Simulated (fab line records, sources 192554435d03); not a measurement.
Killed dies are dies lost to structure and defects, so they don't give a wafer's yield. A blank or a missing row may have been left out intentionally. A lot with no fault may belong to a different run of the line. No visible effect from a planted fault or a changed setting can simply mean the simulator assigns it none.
Problem report in the 8D (eight disciplines) form, filled by code	flow n5_finfet	the parts of the form that need people (team, actions taken, sign-off) are left out

1. PROBLEM STATEMENT
Mean of susceptor_temp_C at N5_BEOL_M2_ALD_98: 105.24 C across 9 wafers in 3 lots; on wafers with no fault it is 100.01 C (standard deviation 0.13). That is +40 standard deviations from the usual mean.
The step: deposits SiO2, target thk 2.5 nm, pulse time 1 s, co reactant pulse time 1 s.
The first sign was on wafer L595.1 at day 11 01:32, on ald_sin-04. The record holds 27 wafers of 9 lots with a number at this step. By rule, "out" or "out of limits" means more than 4 standard deviations away from the usual mean. All remaining wafers that have a number are taken as sound.

2. WHAT THIS IS AND IS NOT
question	is	is not
which readings at this step	susceptor_temp_C	precursor_pulse_height_rel
which lots	L595, L596, L598	L578, L583, L584, L586, L588, L589
which wafers of those lots	all that have a number	-
read on which tools	ald_sin-04	ald_sin-02, ald_sin-03
when	from day 11 01:32	up to then (18 sound wafers)

3. WHAT RULES OUT EACH SUSPECT
Counting: a tool at a process step up to the reading stays a suspect if it ran every lot that is out and no sound lot after the first of them.
- ald_sin-04 at N5_BEOL_M2_ALD_98 (deposits SiO2, target thk 2.5 nm, pulse time 1 s, co reactant pulse time 1 s): kept. It ran every lot that is out, first L595 (day 11 01:32), and no sound lot after that; its last sound lot up to then is L586 (day 8 20:26). On those wafers its own readings are out: susceptor_temp_C.
Remaining after the count: ald_sin-04 at N5_BEOL_M2_ALD_98.

4. THE CAUSE (what the simulator had put in)
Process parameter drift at N5_BEOL_M2_ALD_98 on ald_sin-04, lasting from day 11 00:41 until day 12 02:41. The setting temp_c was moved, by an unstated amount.
The count eliminated every tool but this one.

5. SEQUENCE OF EFFECTS, ordered by route
Each row: a reading whose mean over the struck wafers that have a number lies more than 3 standard deviations from the usual. Scope: only readings with a usual standard deviation given in the record; hours: median across lots of the time from each lot's start at the first step in this table that gives one to its start at this step; sigmas: change in usual standard deviations.
hours	step	reading	usual	on struck wafers	change	sigmas
0	N5_BEOL_M2_ALD_98	susceptor_temp_C	100.01 C	105.24	+5.23	+40
Its process steps:
- N5_BEOL_M2_ALD_98: deposits SiO2, target thk 2.5 nm, pulse time 1 s, co reactant pulse time 1 s.
Later steps that measure or inspect, where all struck wafers having a row at the step show a number for every such reading and not one has moved that far: N5_BEOL_M4_RC_MEAS_101.

6. WHAT WOULD HAVE CAUGHT IT SOONER
In this record the first reading out of limits was taken at day 11 01:32, 1 hour after the fault began at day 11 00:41.
